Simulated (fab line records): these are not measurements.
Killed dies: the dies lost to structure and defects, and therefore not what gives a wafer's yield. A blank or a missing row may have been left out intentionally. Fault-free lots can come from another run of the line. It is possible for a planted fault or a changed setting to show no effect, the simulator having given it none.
Split-lot experiment :: flow n5_finfet :: route with 1938 steps; 7 lots, 21 wafers read

## ABOUT THE SPLIT
At N5_BEOL_M15_COAT_22 (resist thk 800 nm), the setting spin_rpm was moved away from the recipe's 1704 rpm on 7 of the 21 wafers read, by -10.6% to +7.3%. All remaining wafers had this setting at the recipe value.

## FROM THE SPLIT TO THE READING: what the file shows between them, 7 steps
- N5_BEOL_M15_EXPOSE_25: exposes mask M15, target cd 400 nm (also split here: dose_mj)
- N5_BEOL_M15_PEB_26: peb time 90 s
- N5_BEOL_M15_DEVELOP_27: develop time 45 s
- N5_BEOL_M15_HARDBAKE_32: time 120 s
- N5_BEOL_M15_CD_MEAS_28: target cd 407.6 nm
- N5_BEOL_M15_DESCUM_33: chemistry O2, time 7.9 s
- N5_BEOL_M15_ETCH_61: etches BARC in N2/H2, target depth 89 nm, overetch 26.7 nm, time 67.9 s

## THE READING
coat_of_BEOL_M15_COAT_22.thk_nm (the simulator's own value, which no gauge read), in nm, at N5_BEOL_M15_TRENCH_ETCH_34 (etches SiO2 in C4F8/O2/Ar, target depth 872.93 nm, time 199 s). The file gives no usual value for it. Here, 14 wafers ran the recipe; their average is 545.7 nm with a standard deviation of 5 nm.

wafer: L076.4
tool, chamber at the split: litho_track-01, 0
spin_rpm as run, rpm: 1704
against the recipe: recipe
coat_of_BEOL_M15_COAT_22.thk_nm, nm: 541.4
against lot-mates on the recipe: -

wafer: L076.5
tool, chamber at the split: litho_track-01, 0
spin_rpm as run, rpm: 1615
against the recipe: -5.2%
coat_of_BEOL_M15_COAT_22.thk_nm, nm: 570.2
against lot-mates on the recipe: +27.7

wafer: L076.6
tool, chamber at the split: litho_track-01, 0
spin_rpm as run, rpm: 1704
against the recipe: recipe
coat_of_BEOL_M15_COAT_22.thk_nm, nm: 543.6
against lot-mates on the recipe: -

wafer: L079.2
tool, chamber at the split: litho_track-01, 0
spin_rpm as run, rpm: 1704
against the recipe: recipe
coat_of_BEOL_M15_COAT_22.thk_nm, nm: 548
against lot-mates on the recipe: -

wafer: L079.3
tool, chamber at the split: litho_track-01, 0
spin_rpm as run, rpm: 1778
against the recipe: +4.3%
coat_of_BEOL_M15_COAT_22.thk_nm, nm: 525.8
against lot-mates on the recipe: -22.5

wafer: L079.4
tool, chamber at the split: litho_track-01, 0
spin_rpm as run, rpm: 1704
against the recipe: recipe
coat_of_BEOL_M15_COAT_22.thk_nm, nm: 548.6
against lot-mates on the recipe: -

wafer: L080.1
tool, chamber at the split: litho_track-01, 0
spin_rpm as run, rpm: 1704
against the recipe: recipe
coat_of_BEOL_M15_COAT_22.thk_nm, nm: 546.2
against lot-mates on the recipe: -

wafer: L080.3
tool, chamber at the split: litho_track-01, 0
spin_rpm as run, rpm: 1704
against the recipe: recipe
coat_of_BEOL_M15_COAT_22.thk_nm, nm: 550.2
against lot-mates on the recipe: -

wafer: L080.6
tool, chamber at the split: litho_track-01, 0
spin_rpm as run, rpm: 1704
against the recipe: recipe
coat_of_BEOL_M15_COAT_22.thk_nm, nm: 537.2
against lot-mates on the recipe: -

wafer: L084.1
tool, chamber at the split: litho_track-02, 0
spin_rpm as run, rpm: 1704
against the recipe: recipe
coat_of_BEOL_M15_COAT_22.thk_nm, nm: 536.8
against lot-mates on the recipe: -

wafer: L084.2
tool, chamber at the split: litho_track-02, 0
spin_rpm as run, rpm: 1704
against the recipe: recipe
coat_of_BEOL_M15_COAT_22.thk_nm, nm: 544.2
against lot-mates on the recipe: -

wafer: L084.4
tool, chamber at the split: litho_track-02, 0
spin_rpm as run, rpm: 1793
against the recipe: +5.2%
coat_of_BEOL_M15_COAT_22.thk_nm, nm: 521.2
against lot-mates on the recipe: -19.3

wafer: L088.3
tool, chamber at the split: litho_track-04, 0
spin_rpm as run, rpm: 1704
against the recipe: recipe
coat_of_BEOL_M15_COAT_22.thk_nm, nm: 549.2
against lot-mates on the recipe: -

wafer: L088.4
tool, chamber at the split: litho_track-04, 0
spin_rpm as run, rpm: 1828
against the recipe: +7.3%
coat_of_BEOL_M15_COAT_22.thk_nm, nm: 518.6
against lot-mates on the recipe: -30.6

wafer: L088.5
tool, chamber at the split: litho_track-04, 0
spin_rpm as run, rpm: 1828
against the recipe: +7.3%
coat_of_BEOL_M15_COAT_22.thk_nm, nm: 514
against lot-mates on the recipe: -35.2

wafer: L087.2
tool, chamber at the split: litho_track-04, 0
spin_rpm as run, rpm: 1704
against the recipe: recipe
coat_of_BEOL_M15_COAT_22.thk_nm, nm: 545.6
against lot-mates on the recipe: -

wafer: L087.3
tool, chamber at the split: litho_track-04, 0
spin_rpm as run, rpm: 1704
against the recipe: recipe
coat_of_BEOL_M15_COAT_22.thk_nm, nm: 556.6
against lot-mates on the recipe: -

wafer: L087.4
tool, chamber at the split: litho_track-04, 0
spin_rpm as run, rpm: 1704
against the recipe: recipe
coat_of_BEOL_M15_COAT_22.thk_nm, nm: 545.8
against lot-mates on the recipe: -

wafer: L092.1
tool, chamber at the split: litho_track-01, 0
spin_rpm as run, rpm: 1704
against the recipe: recipe
coat_of_BEOL_M15_COAT_22.thk_nm, nm: 546.8
against lot-mates on the recipe: -

wafer: L092.2
tool, chamber at the split: litho_track-01, 0
spin_rpm as run, rpm: 1523
against the recipe: -10.6%
coat_of_BEOL_M15_COAT_22.thk_nm, nm: 590.6
against lot-mates on the recipe: +43.8

wafer: L092.3
tool, chamber at the split: litho_track-01, 0
spin_rpm as run, rpm: 1523
against the recipe: -10.6%
coat_of_BEOL_M15_COAT_22.thk_nm, nm: 597.6
against lot-mates on the recipe: +50.8

THE FIT
A straight line over all 21 wafers: coat_of_BEOL_M15_COAT_22.thk_nm changes by -4.44 nm for each +1% of spin_rpm; r = -0.98; the points scatter about the line by 4.6 nm.
The same after taking each lot's own level away (the mean of its wafers on the recipe; 21 wafers): -4.51 nm for each +1%; r = -0.98; scatter 3.8 nm.
According to that fit, moving spin_rpm by its largest amount changes the reading by 48 nm.
Measured against the standard deviation above, the lots' own levels, which go from 540.50 to 549.33 nm, span 1.8 times it.
The two slopes are in agreement: the lot-to-lot level therefore moves the slope only a little.
Check: +50.1 nm against its lot-mates is what the line predicts for one of the wafers moved furthest among these (-10.6%) when that wafer is left out of the fit. Against them it came out at +43.8 nm.

## OTHER SPLITS APPLIED TO THESE WAFERS
Other splits were also applied to these wafers ahead of the reading. Each is held against what the fit with the lots' levels taken away leaves over:
other split on the same wafers: N5_BEOL_M14_DEVELOP_27 develop_time_s
wafers away from the commonest value: 8
r with coat_of_BEOL_M15_COAT_22.thk_nm (lot level and that fit taken away): +0.22

other split on the same wafers: N5_BEOL_M15_EXPOSE_25 dose_mj
wafers away from the commonest value: 9
r with coat_of_BEOL_M15_COAT_22.thk_nm (lot level and that fit taken away): -0.17

## THE WHOLE CHAIN: every reading that the file lists as answering this split, in the file's order
step: N5_BEOL_M15_COAT_22
what it does: resist thk 800 nm
reading: coat_of_BEOL_M15_COAT_22.thk_nm (the simulator's own value, which no gauge read)
change (the file's fit): -4.18 nm for each +1% of the setting
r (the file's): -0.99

step: N5_BEOL_M15_ETCH_61
what it does: etches BARC in N2/H2, target depth 89 nm, overetch 26.7 nm, time 67.9 s
reading: coat_of_BEOL_M15_COAT_22.thk_nm (the simulator's own value, which no gauge read)
change (the file's fit): -4.26 nm for each +1% of the setting
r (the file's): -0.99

step: N5_BEOL_M15_TRENCH_ETCH_34
what it does: etches SiO2 in C4F8/O2/Ar, target depth 872.93 nm, time 199 s
reading: coat_of_BEOL_M15_COAT_22.thk_nm (the simulator's own value, which no gauge read)
change (the file's fit): -4.54 nm for each +1% of the setting
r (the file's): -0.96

## FILE'S OWN FIT
coat_of_BEOL_M15_COAT_22.thk_nm changes by -4.54 nm for each +1% of spin_rpm, r = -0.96.
